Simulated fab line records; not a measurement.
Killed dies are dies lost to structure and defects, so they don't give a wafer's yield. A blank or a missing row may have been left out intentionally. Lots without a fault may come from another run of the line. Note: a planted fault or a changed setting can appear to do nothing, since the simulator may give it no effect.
fab line records	flow n5-finfet
[record] lots = 24	wafers = 72	last-day = 17
route steps=1938 shown BEOL_M2@911 BEOL_M3@945 BEOL_M4@1023
lots untouched by any fault: they come from a run of this same line in which no faults occurred
start-h: hours from the record's opening day to when the first of the lot's shown wafers began	wait-h: time in hours since the lot's previous step	" unchanged from the row above	L1.1+2: a row that stands for several wafers	- no value present, or no start provided	* or withheld: withheld	< > ~ a bound
route shown NAME@n: a module of which the file shows steps, and the number in the route of the first	usual: the fault-free wafers' mean and standard deviation	same: alike in all rows	chamber/n: place in a boat	sites: the reading at each site	_std_site: standard deviation across them	_edge_site: the outer-site mean with the inner-site mean subtracted	radius-mm: for every site, how far away it sits from the centre of the wafer	mask NAME#n: copy n	behind: the most recent tool/chamber to have shaped the wafer	hold: why the lot was held/for how many hours/how that ended	device: the n, p or np transistor that did not switch	end of line: the tests these same wafers got at the end of their route	a step with no rows: only its recipe	killed: the dies lost at the first sort to structure and to defects; this is not the yield of the wafer	map: dies across one wafer; x = killed, . = not, _ = none there
set.NAME: the setting as run; set.NAME@STEP: as run at that earlier step	model.NAME: the simulator's own value behind a step, which no gauge read
the route's steps for a sample of lots (tables are steps, rows are wafers)
services: a tool's chamber out of use, with start hour (start-h, from the record's first day; less than 0 if before it), hours out, and reason
[[steps]]
[step N5_BEOL_M2_ANNEAL_87]
[recipe] temp-c = 400	time-s = 240	ambient = vacuum
[usual] heater-power-w = 806/98
lot.wafer	tool	chamber	start-h	wait-h	heater-power-w
L075.2	pvd-sputter-03	-	147.23	0.0	832
L075.3	"	-	"	"	934
L075.4	"	-	"	"	677
L074.2	pvd-sputter-02	-	148.66	0.0	877
L074.3	"	-	"	"	929
L074.5	"	-	"	"	907
L076.1	pvd-sputter-02	-	152.78	0.0	678
L076.2	"	-	"	"	882
L076.5	"	-	"	"	887
L077.1	pvd-sputter-02	-	163.78	0.0	884
L077.2	"	-	"	"	664
L077.3	"	-	"	"	943
L078.2	pvd-sputter-02	-	166.96	0.0	729
L078.3	"	-	"	"	889
L078.6	"	-	"	"	933
L079.1	pvd-sputter-01	-	173.19	0.0	867
L079.4	"	-	"	"	795
L079.5	"	-	"	"	865
L080.2	pvd-sputter-02	-	180.16	0.0	669
L080.3	"	-	"	"	715
L080.6	"	-	"	"	719
L081.1	pvd-sputter-02	-	190.75	0.0	895
L081.3	"	-	"	"	954
L081.6	"	-	"	"	959
L082.2	pvd-sputter-02	-	194.87	0.0	942
L082.3	"	-	"	"	895
L082.5	"	-	"	"	680
L083.1	pvd-sputter-02	-	199.43	0.0	874
L083.2	"	-	"	"	680
L083.6	"	-	"	"	878
L084.2	pvd-sputter-01	-	203.60	0.0	814
L084.3	"	-	"	"	788
L084.6	"	-	"	"	810
L085.1	pvd-sputter-01	-	205.44	0.0	861
L085.2	"	-	"	"	794
L085.3	"	-	"	"	808
L086.3	pvd-sputter-02	-	222.68	0.0	871
L086.5	"	-	"	"	704
L086.6	"	-	"	"	932
L088.1	pvd-sputter-03	-	222.78	0.0	705
L088.4	"	-	"	"	979
L088.5	"	-	"	"	867
L087.3	pvd-sputter-01	-	224.30	0.0	806
L087.4	"	-	"	"	812
L087.5	"	-	"	"	863
L091.2	pvd-sputter-02	-	234.86	0.0	933
L091.3	"	-	"	"	888
L091.6	"	-	"	"	959
L089.1	pvd-sputter-01	-	235.10	0.0	855
L089.2	"	-	"	"	812
L089.6	"	-	"	"	786
L090.3	pvd-sputter-03	-	236.65	0.0	676
L090.4	"	-	"	"	848
L090.5	"	-	"	"	963
L092.1	pvd-sputter-02	-	245.65	0.0	925
L092.2	"	-	"	"	897
L092.5	"	-	"	"	941
L093.1	pvd-sputter-01	-	252.35	0.0	829
L093.2	"	-	"	"	798
L093.5	"	-	"	"	806
L094.1	pvd-sputter-03	-	253.92	0.0	854
L094.2	"	-	"	"	681
L094.4	"	-	"	"	953
L095.1	pvd-sputter-03	-	269.74	0.0	950
L095.3	"	-	"	"	710
L095.6	"	-	"	"	969
L097.1	pvd-sputter-01	-	283.39	0.0	790
L097.4	"	-	"	"	807
L097.6	"	-	"	"	810
L096.2	pvd-sputter-03	-	286.41	0.0	969
L096.5	"	-	"	"	850
L096.6	"	-	"	"	704
[step N5_BEOL_M3_OVL_MEAS_12]
[recipe] points-per-wafer = 522
[usual] M3_OVL = -0.3/0.84
lot.wafer	tool	chamber	start-h	wait-h	M3_OVL[nm]
L075.2	overlay-02	0	150.40	0.0	0.4
L075.3	"	0	"	"	0.8
L075.4	"	0	"	"	1.4
L074.2	overlay-02	0	154.49	0.0	-0.4
L074.3	"	0	"	"	1.2
L074.5	"	0	"	"	-0.2
L076.1	overlay-02	0	158.14	0.0	0.3
L076.2	"	0	"	"	0.0
L076.5	"	0	"	"	0.9
L077.1	overlay-01	0	170.48	0.0	-1.1
L077.2	"	0	"	"	-0.7
L077.3	"	0	"	"	-2.2
L078.2	overlay-02	0	170.91	0.0	0.0
L078.3	"	0	"	"	-0.2
L078.6	"	0	"	"	0.3
L079.1	overlay-01	0	178.35	0.0	-1.1
L079.4	"	0	"	"	-1.9
L079.5	"	0	"	"	-2.0
L080.2	overlay-02	0	184.00	0.0	-0.3
L080.3	"	0	"	"	-0.7
L080.6	"	0	"	"	-1.3
L081.1	overlay-01	0	197.84	0.0	-0.2
L081.3	"	0	"	"	0.5
L081.6	"	0	"	"	0.5
L082.2	overlay-02	0	197.89	0.0	-0.4
L082.3	"	0	"	"	0.7
L082.5	"	0	"	"	0.2
L083.1	overlay-02	0	202.62	0.0	-1.5
L083.2	"	0	"	"	-2.1
L083.6	"	0	"	"	-0.5
L084.2	overlay-01	0	206.45	0.0	0.0
L084.3	"	0	"	"	-0.3
L084.6	"	0	"	"	-0.7
L085.1	overlay-01	0	210.15	0.0	-0.5
L085.2	"	0	"	"	-0.2
L085.3	"	0	"	"	-0.4
L086.3	overlay-02	0	227.56	0.0	-0.4
L086.5	"	0	"	"	0.8
L086.6	"	0	"	"	-0.9
L088.1	overlay-02	0	227.71	0.0	-1.2
L088.4	"	0	"	"	-0.7
L088.5	"	0	"	"	-0.2
L087.3	overlay-01	0	227.77	0.0	-0.2
L087.4	"	0	"	"	-0.4
L087.5	"	0	"	"	-0.5
L091.2	overlay-01	0	238.42	0.0	0.5
L091.3	"	0	"	"	0.5
L091.6	"	0	"	"	-0.3
L089.1	overlay-02	0	238.65	0.0	-1.4
L089.2	"	0	"	"	-1.0
L089.6	"	0	"	"	-1.2
L090.3	overlay-01	0	241.72	0.0	-1.1
L090.4	"	0	"	"	0.6
L090.5	"	0	"	"	0.1
L092.1	overlay-02	0	248.52	0.0	-1.5
L092.2	"	0	"	"	-0.9
L092.5	"	0	"	"	-1.2
L093.1	overlay-02	0	255.52	0.0	-1.3
L093.2	"	0	"	"	-0.6
L093.5	"	0	"	"	-1.1
L094.1	overlay-01	0	258.85	0.0	0.9
L094.2	"	0	"	"	1.0
L094.4	"	0	"	"	1.2
L095.1	overlay-02	0	275.17	0.0	-0.6
L095.3	"	0	"	"	0.3
L095.6	"	0	"	"	0.4
L097.1	overlay-02	0	286.26	0.0	0.5
L097.4	"	0	"	"	0.6
L097.6	"	0	"	"	0.6
L096.2	overlay-02	0	290.99	0.0	1.7
L096.5	"	0	"	"	1.0
L096.6	"	0	"	"	1.1
[step N5_BEOL_M3_STRIP_97]
[recipe] chemistry = N2/H2	time-s = 10	power-w = 450	temp-c = 40	pressure-mtorr = 20	rf-frequency-hz = 6e+07	bias-power-w = 7	n2-flow-sccm = 200	h2-flow-sccm = 200
[usual] drypump-motor-current-A = 5.8/0.42	oes-product-au = 0.81/0.072	rf-vpp-V = 59.1/0.94	showerhead-plenum-p-Torr = 2.54/0.096	throttle-valve-pct = 23.57/0.26
lot.wafer	tool	chamber	start-h	wait-h	drypump-motor-current-A	oes-product-au	rf-hours-counter-h	rf-vpp-V	showerhead-plenum-p-Torr	throttle-valve-pct
L074.2	rie-diel-04	3	-	-	5.7	0.68	244	58.4	2.38	23.55
L074.3	"	0	"	"	5.1	0.77	150	58.1	2.52	23.30
L074.5	"	2	"	"	5.5	0.96	-	59.0	2.70	23.00
L076.1	rie-diel-04	3	-	-	5.7	0.68	246	58.6	2.38	23.56
L076.2	"	0	"	"	5.1	0.76	153	59.5	2.52	23.29
L076.5	"	3	"	"	5.7	0.68	-	58.1	2.38	23.56
L075.2	rie-diel-01	2	-	-	5.2	0.81	95	58.4	2.45	23.72
L075.3	"	1	"	"	6.3	0.85	-	60.4	2.48	23.61
L075.4	"	2	"	"	5.2	0.81	-	58.8	2.45	23.70
L077.1	rie-diel-04	3	-	-	5.7	0.68	249	58.1	2.38	23.55
L077.2	"	1	"	"	5.8	0.87	47	58.5	2.69	23.72
L077.3	"	2	"	"	5.6	0.94	9	59.9	2.70	23.03
L078.2	rie-diel-05	0	-	-	5.9	0.97	7	59.6	2.60	23.79
L078.3	"	1	"	"	6.2	0.80	106	58.2	2.45	23.59
L078.6	"	3	"	"	6.2	0.72	-	60.4	2.61	23.67
L079.1	rie-diel-04	0	-	-	5.1	0.76	160	59.3	2.51	23.30
L079.4	"	2	"	"	5.6	0.93	-	58.8	2.70	23.02
L079.5	"	1	"	"	5.8	0.86	-	59.8	2.69	23.72
L080.2	rie-diel-05	1	-	-	6.1	0.78	112	57.5	2.44	23.61
L080.3	"	2	"	"	5.3	0.79	112	60.1	2.57	23.93
L080.6	"	2	"	"	5.3	0.78	-	60.7	2.57	23.91
L081.1	rie-diel-01	1	-	-	6.3	0.84	70	57.9	2.47	23.62
L081.3	"	3	"	"	6.0	0.78	158	58.8	2.53	23.23
L081.6	"	3	"	"	6.0	0.77	-	59.5	2.53	23.21
L082.2	rie-diel-05	3	-	-	6.2	0.72	232	59.0	2.61	23.69
L082.3	"	0	"	"	5.9	0.93	17	59.8	2.60	23.80
L082.5	"	3	"	"	6.2	0.72	-	60.3	2.61	23.69
L083.1	rie-diel-04	1	-	-	5.9	0.85	58	59.4	2.69	23.75
L083.2	"	2	"	"	5.6	0.91	21	59.3	2.69	23.03
L083.6	"	1	"	"	5.9	0.85	-	59.2	2.69	23.76
L084.2	rie-diel-05	1	-	-	6.2	0.78	119	58.4	2.44	23.62
L084.3	"	0	"	"	5.9	0.93	19	58.7	2.60	23.81
L084.6	"	2	"	"	5.3	0.78	-	61.7	2.57	23.94
L085.1	rie-diel-01	1	-	-	6.3	0.83	75	59.3	2.47	23.64
L085.2	"	3	"	"	6.0	0.77	163	59.2	2.53	23.24
L085.3	"	2	"	"	5.2	0.79	117	60.0	2.44	23.73
L086.3	rie-diel-04	3	-	-	5.7	0.91	13	58.7	2.69	23.33
L086.5	"	0	"	"	5.1	0.75	-	58.3	2.51	23.31
L086.6	"	3	"	"	5.7	0.92	-	60.2	2.69	23.32
L088.1	rie-diel-01	1	-	-	6.4	0.82	81	58.6	2.47	23.64
L088.4	"	2	"	"	5.2	0.79	-	58.8	2.44	23.76
L088.5	"	1	"	"	6.4	0.82	-	59.1	2.47	23.64
L087.3	rie-diel-05	1	-	-	6.1	0.77	127	57.8	2.44	23.62
L087.4	"	2	"	"	5.3	0.78	126	59.4	2.57	23.94
L087.5	"	2	"	"	5.3	0.78	-	59.2	2.57	23.94
L091.2	rie-diel-01	2	-	-	5.1	0.78	127	60.2	2.44	23.77
L091.3	"	1	"	"	6.4	0.82	85	58.4	2.47	23.66
L091.6	"	3	"	"	6.0	0.76	-	59.0	2.52	23.23
L090.3	rie-diel-01	3	-	-	6.0	0.76	174	59.0	2.52	23.25
L090.4	"	1	"	"	6.3	0.82	-	59.1	2.47	23.65
L090.5	"	2	"	"	5.1	0.78	-	59.3	2.44	23.77
L089.1	rie-diel-05	1	-	-	6.1	0.76	129	58.2	2.44	23.61
L089.2	"	2	"	"	5.3	0.78	128	58.3	2.57	23.93
L089.6	"	2	"	"	5.3	0.77	-	60.1	2.57	23.94
L092.1	rie-diel-01	1	-	-	6.3	0.82	90	58.9	2.46	23.66
L092.2	"	3	"	"	6.0	0.75	178	58.6	2.52	23.23
L092.5	"	3	"	"	6.0	0.76	-	58.0	2.52	23.25
L093.1	rie-diel-04	3	-	-	5.7	0.89	26	60.1	2.68	23.35
L093.2	"	1	"	"	5.8	0.82	78	59.3	2.68	23.76
L093.5	"	3	"	"	5.7	0.88	-	60.9	2.68	23.35
L094.1	rie-diel-05	1	-	-	6.1	0.76	136	57.5	2.43	23.63
L094.2	"	2	"	"	5.3	0.76	134	58.9	2.57	23.92
L094.4	"	0	"	"	5.9	0.90	36	60.7	2.59	23.83
L095.1	rie-diel-05	1	-	-	6.2	0.75	138	59.0	2.43	23.66
L095.3	"	0	"	"	5.9	0.88	38	58.8	2.59	23.86
L095.6	"	0	"	"	5.9	0.89	-	60.0	2.59	23.82
L097.1	rie-diel-04	1	-	-	5.8	0.80	84	59.5	2.68	23.79
L097.4	"	0	"	"	5.1	0.73	190	58.1	2.50	23.35
L097.6	"	3	"	"	5.7	0.86	-	59.8	2.68	23.37
L096.2	rie-diel-01	2	-	-	5.2	0.76	144	58.5	2.43	23.79
L096.5	"	2	"	"	5.2	0.77	-	58.5	2.43	23.78
L096.6	"	3	"	"	6.0	0.75	-	59.6	2.52	23.26
[step N5_BEOL_M3_SPUTTER_94]
[recipe] material = Cu	target-thk-a = 45	temp-c = -20	chamber-pressure-pa = 0.07	power-w = withheld	time-s = 8.29
[usual] throttle-valve-pct = 30.1/0.64
lot.wafer	tool	chamber	start-h	wait-h	throttle-valve-pct
L074.2	pvd-sputter-02	-	162.30	0.1	29.2
L074.3	"	-	"	"	30.2
L074.5	"	-	"	"	31.0
L076.1	pvd-sputter-03	-	167.91	0.1	30.6
L076.2	"	-	"	"	28.6
L076.5	"	-	"	"	30.6
L075.2	pvd-sputter-03	-	169.75	0.1	30.9
L075.3	"	-	"	"	30.3
L075.4	"	-	"	"	30.5
L077.1	pvd-sputter-02	-	177.08	0.1	30.4
L077.2	"	-	"	"	30.0
L077.3	"	-	"	"	30.6
L078.2	pvd-sputter-02	-	178.92	0.1	30.3
L078.3	"	-	"	"	30.4
L078.6	"	-	"	"	30.6
L079.1	pvd-sputter-01	-	188.17	0.1	30.0
L079.4	"	-	"	"	30.6
L079.5	"	-	"	"	30.2
L080.2	pvd-sputter-02	-	193.39	0.1	30.0
L080.3	"	-	"	"	29.1
L080.6	"	-	"	"	30.8
L081.1	pvd-sputter-02	-	208.72	0.1	30.1
L081.3	"	-	"	"	29.1
L081.6	"	-	"	"	30.3
L083.1	pvd-sputter-01	-	209.16	0.1	29.4
L083.2	"	-	"	"	30.5
L083.6	"	-	"	"	29.6
L082.2	pvd-sputter-02	-	210.56	0.1	30.0
L082.3	"	-	"	"	30.7
L082.5	"	-	"	"	30.5
L084.2	pvd-sputter-02	-	216.36	0.1	30.9
L084.3	"	-	"	"	30.4
L084.6	"	-	"	"	30.8
L085.1	pvd-sputter-01	-	220.50	0.1	30.8
L085.2	"	-	"	"	30.4
L085.3	"	-	"	"	30.1
L086.3	pvd-sputter-01	-	232.97	0.1	30.6
L086.5	"	-	"	"	30.6
L086.6	"	-	"	"	29.9
L088.1	pvd-sputter-03	-	235.37	0.1	28.6
L088.4	"	-	"	"	30.0
L088.5	"	-	"	"	30.9
L087.3	pvd-sputter-03	-	242.67	0.1	28.6
L087.4	"	-	"	"	30.8
L087.5	"	-	"	"	28.6
L091.2	pvd-sputter-01	-	245.13	0.1	29.3
L091.3	"	-	"	"	30.6
L091.6	"	-	"	"	30.5
L090.3	pvd-sputter-03	-	248.11	0.1	30.8
L090.4	"	-	"	"	28.9
L090.5	"	-	"	"	28.7
L089.1	pvd-sputter-03	-	249.95	0.1	28.7
L089.2	"	-	"	"	30.8
L089.6	"	-	"	"	30.1
L092.1	pvd-sputter-02	-	257.80	0.1	30.8
L092.2	"	-	"	"	30.0
L092.5	"	-	"	"	30.5
L093.1	pvd-sputter-01	-	270.10	0.1	30.2
L093.2	"	-	"	"	30.1
L093.5	"	-	"	"	30.6
L094.1	pvd-sputter-01	-	278.14	0.1	30.4
L094.2	"	-	"	"	29.8
L094.4	"	-	"	"	29.7
L095.1	pvd-sputter-02	-	281.07	0.1	30.3
L095.3	"	-	"	"	30.8
L095.6	"	-	"	"	29.1
L097.1	pvd-sputter-03	-	292.35	0.1	30.7
L097.4	"	-	"	"	28.7
L097.6	"	-	"	"	28.7
L096.2	pvd-sputter-02	-	300.89	0.1	29.5
L096.5	"	-	"	"	30.2
L096.6	"	-	"	"	29.0
[step N5_BEOL_M3_INSPECT_59]
[recipe] inspect-instrument = darkfield	mode = post-dep
[usual] raw-defect-count = 68/22
lot.wafer	tool	chamber	start-h	wait-h	raw-defect-count
L074.2	defect-inspect-01	-	163.59	0.0	40
L074.3	"	-	"	"	45
L074.5	"	-	"	"	38
L076.1	defect-inspect-01	-	169.23	0.0	70
L076.2	"	-	"	"	59
L076.5	"	-	"	"	34
L075.2	defect-inspect-02	-	171.13	0.0	57
L075.3	"	-	"	"	59
L075.4	"	-	"	"	53
L077.1	defect-inspect-01	-	178.37	0.0	85
L077.2	"	-	"	"	64
L077.3	"	-	"	"	91
L078.2	defect-inspect-01	-	180.88	0.0	100
L078.3	"	-	"	"	66
L078.6	"	-	"	"	70
L079.1	defect-inspect-01	-	189.53	0.0	48
L079.4	"	-	"	"	59
L079.5	"	-	"	"	59
L080.2	defect-inspect-02	-	194.68	0.0	118
L080.3	"	-	"	"	86
L080.6	"	-	"	"	105
L081.1	defect-inspect-02	-	210.05	0.0	56
L081.3	"	-	"	"	72
L081.6	"	-	"	"	58
L083.1	defect-inspect-02	-	210.53	0.0	69
L083.2	"	-	"	"	104
L083.6	"	-	"	"	58
L082.2	defect-inspect-02	-	211.89	0.0	77
L082.3	"	-	"	"	70
L082.5	"	-	"	"	98
L084.2	defect-inspect-02	-	218.00	0.0	62
L084.3	"	-	"	"	56
L084.6	"	-	"	"	64
L085.1	defect-inspect-02	-	221.82	0.0	51
L085.2	"	-	"	"	46
L085.3	"	-	"	"	41
L086.3	defect-inspect-02	-	234.53	0.3	47
L086.5	"	-	"	"	71
L086.6	"	-	"	"	63
L088.1	defect-inspect-02	-	236.66	0.0	88
L088.4	"	-	"	"	63
L088.5	"	-	"	"	66
L087.3	defect-inspect-02	-	244.09	0.0	49
L087.4	"	-	"	"	91
L087.5	"	-	"	"	75
L091.2	defect-inspect-02	-	246.45	0.0	45
L091.3	"	-	"	"	54
L091.6	"	-	"	"	42
L090.3	defect-inspect-02	-	249.40	0.0	35
L090.4	"	-	"	"	41
L090.5	"	-	"	"	29
L089.1	defect-inspect-02	-	251.24	0.0	76
L089.2	"	-	"	"	76
L089.6	"	-	"	"	58
L092.1	defect-inspect-02	-	259.09	0.0	74
L092.2	"	-	"	"	80
L092.5	"	-	"	"	80
L093.1	defect-inspect-02	-	271.40	0.0	99
L093.2	"	-	"	"	68
L093.5	"	-	"	"	86
L094.1	defect-inspect-01	-	279.53	0.0	70
L094.2	"	-	"	"	119
L094.4	"	-	"	"	92
L095.1	defect-inspect-01	-	282.37	0.0	71
L095.3	"	-	"	"	55
L095.6	"	-	"	"	87
L097.1	defect-inspect-01	-	293.65	0.0	63
L097.4	"	-	"	"	74
L097.6	"	-	"	"	55
L096.2	defect-inspect-01	-	302.18	0.0	34
L096.5	"	-	"	"	39
L096.6	"	-	"	"	37
[step N5_BEOL_M4_PECVD_72]
[recipe] material = SiO2	target-thk-a = 160	temp-c = 400	precursor = TEOS/O2	pressure-torr = 5.5	rf-w = 450	teos-flow-sccm = 53.8	gas = O2	flow-sccm = 3000	time-s = 18
[usual] heater-power-w = 636/92	showerhead-plenum-p-Torr = 8.78/0.054	throttle-valve-pct = 22.9/0.87
lot.wafer	tool	chamber	start-h	wait-h	heater-power-w	showerhead-plenum-p-Torr	throttle-valve-pct
L074.2	pecvd-04	0	163.73	0.0	682	8.69	22.9
L074.3	"	2	"	"	585	8.71	23.1
L074.5	"	0	"	"	696	8.72	23.0
L076.1	pecvd-03	1	169.37	0.0	624	8.79	23.1
L076.2	"	0	"	"	532	8.79	24.2
L076.5	"	0	"	"	519	8.80	23.8
L075.2	pecvd-03	1	171.27	0.0	513	8.78	23.3
L075.3	"	1	"	"	505	8.82	23.3
L075.4	"	0	"	"	545	8.80	24.0
L077.1	pecvd-03	1	178.52	0.0	574	8.83	23.1
L077.2	"	0	"	"	512	8.79	24.1
L077.3	"	2	"	"	641	8.76	21.1
L078.2	pecvd-04	1	181.02	0.0	627	8.90	22.1
L078.3	"	2	"	"	652	8.72	23.3
L078.6	"	0	"	"	683	8.69	22.8
L079.1	pecvd-03	0	189.67	0.0	526	8.79	24.1
L079.4	"	0	"	"	526	8.80	23.9
L079.5	"	2	"	"	570	8.77	21.2
L080.2	pecvd-01	1	194.82	0.0	719	8.75	21.5
L080.3	"	2	"	"	739	8.81	22.5
L080.6	"	2	"	"	720	8.80	22.3
L081.1	pecvd-01	0	210.19	0.0	779	8.75	23.5
L081.3	"	1	"	"	764	8.77	21.7
L081.6	"	1	"	"	767	8.78	22.0
L083.1	pecvd-03	1	210.67	0.0	599	8.79	23.1
L083.2	"	0	"	"	527	8.81	24.3
L083.6	"	1	"	"	616	8.81	23.3
L082.2	pecvd-04	0	212.03	0.0	692	8.69	22.9
L082.3	"	1	"	"	580	8.88	22.1
L082.5	"	2	"	"	565	8.69	23.6
L084.2	pecvd-01	1	218.16	0.0	848	8.77	21.9
L084.3	"	1	"	"	827	8.79	21.8
L084.6	"	1	"	"	807	8.77	21.5
L085.1	pecvd-04	0	221.97	0.0	689	8.70	23.3
L085.2	"	2	"	"	653	8.72	23.3
L085.3	"	1	"	"	521	8.89	22.2
L086.3	pecvd-04	2	234.71	0.1	607	8.72	23.3
L086.5	"	2	"	"	616	8.73	23.2
L086.6	"	1	"	"	594	8.90	21.8
L088.1	pecvd-03	1	236.82	0.0	605	8.81	23.5
L088.4	"	0	"	"	477	8.79	24.3
L088.5	"	1	"	"	602	8.81	23.3
L087.3	pecvd-04	0	244.25	0.1	575	8.68	22.7
L087.4	"	1	"	"	648	8.87	22.2
L087.5	"	1	"	"	639	8.89	22.3
L091.2	pecvd-01	2	246.59	0.0	694	8.80	22.6
L091.3	"	0	"	"	684	8.73	23.7
L091.6	"	2	"	"	688	8.79	22.5
L090.3	pecvd-03	1	249.54	0.0	585	8.84	23.2
L090.4	"	2	"	"	673	8.75	21.6
L090.5	"	1	"	"	581	8.79	23.2
L089.1	pecvd-03	2	251.38	0.0	647	8.76	21.5
L089.2	"	0	"	"	523	8.77	24.1
L089.6	"	2	"	"	659	8.78	21.4
L092.1	pecvd-04	0	259.24	0.0	688	8.70	22.8
L092.2	"	1	"	"	625	8.88	22.1
L092.5	"	1	"	"	630	8.88	22.1
L093.1	pecvd-01	0	271.54	0.0	754	8.73	23.9
L093.2	"	1	"	"	840	8.75	21.7
L093.5	"	1	"	"	818	8.78	22.0
L094.1	pecvd-04	2	279.67	0.0	541	8.73	23.4
L094.2	"	0	"	"	668	8.69	22.9
L094.4	"	0	"	"	677	8.69	23.1
L095.1	pecvd-03	0	282.52	0.0	443	8.81	24.0
L095.3	"	1	"	"	616	8.81	23.3
L095.6	"	1	"	"	601	8.82	23.3
L097.1	pecvd-01	2	293.79	0.0	694	8.81	22.4
L097.4	"	2	"	"	715	8.78	22.3
L097.6	"	1	"	"	697	8.78	21.7
L096.2	pecvd-01	1	302.32	0.0	825	8.76	21.6
L096.5	"	0	"	"	755	8.74	23.8
L096.6	"	1	"	"	806	8.77	21.8
[[services]]
tool	chamber	start-h	hours	kind
rie-diel-01	0	123.46	131.8	repair
rie-diel-05	1	126.84	5.4	repair
pecvd-04	0	137.13	5.5	scheduled-down
pvd-sputter-01	-	151.43	3.4	repair
rie-diel-01	3	154.67	14.1	repair
pecvd-03	2	164.67	13.1	repair
rie-diel-04	3	176.15	-	clean
rie-diel-04	3	176.15	-	consumable-replace:focus-ring
rie-diel-04	3	176.15	-	consumable-replace:showerhead
pecvd-04	-	189.42	0.3	repair
rie-diel-04	0	202.29	6.5	repair
rie-diel-05	2	205.97	1.6	repair
pecvd-03	2	210.24	18.6	repair
rie-diel-05	-	216.89	0.8	repair
pecvd-03	1	230.40	2.1	scheduled-down
pecvd-04	0	233.51	2.1	scheduled-down
rie-diel-04	2	233.69	4.1	repair
pecvd-04	1	236.22	5.5	scheduled-down
pecvd-04	2	241.68	16.5	scheduled-down
rie-diel-04	2	252.40	19.3	repair
rie-diel-05	3	276.30	-	clean
pecvd-04	1	277.93	6.6	repair
pecvd-01	1	285.45	3.6	repair
pecvd-03	-	288.28	0.2	repair
[[key]]
fault none
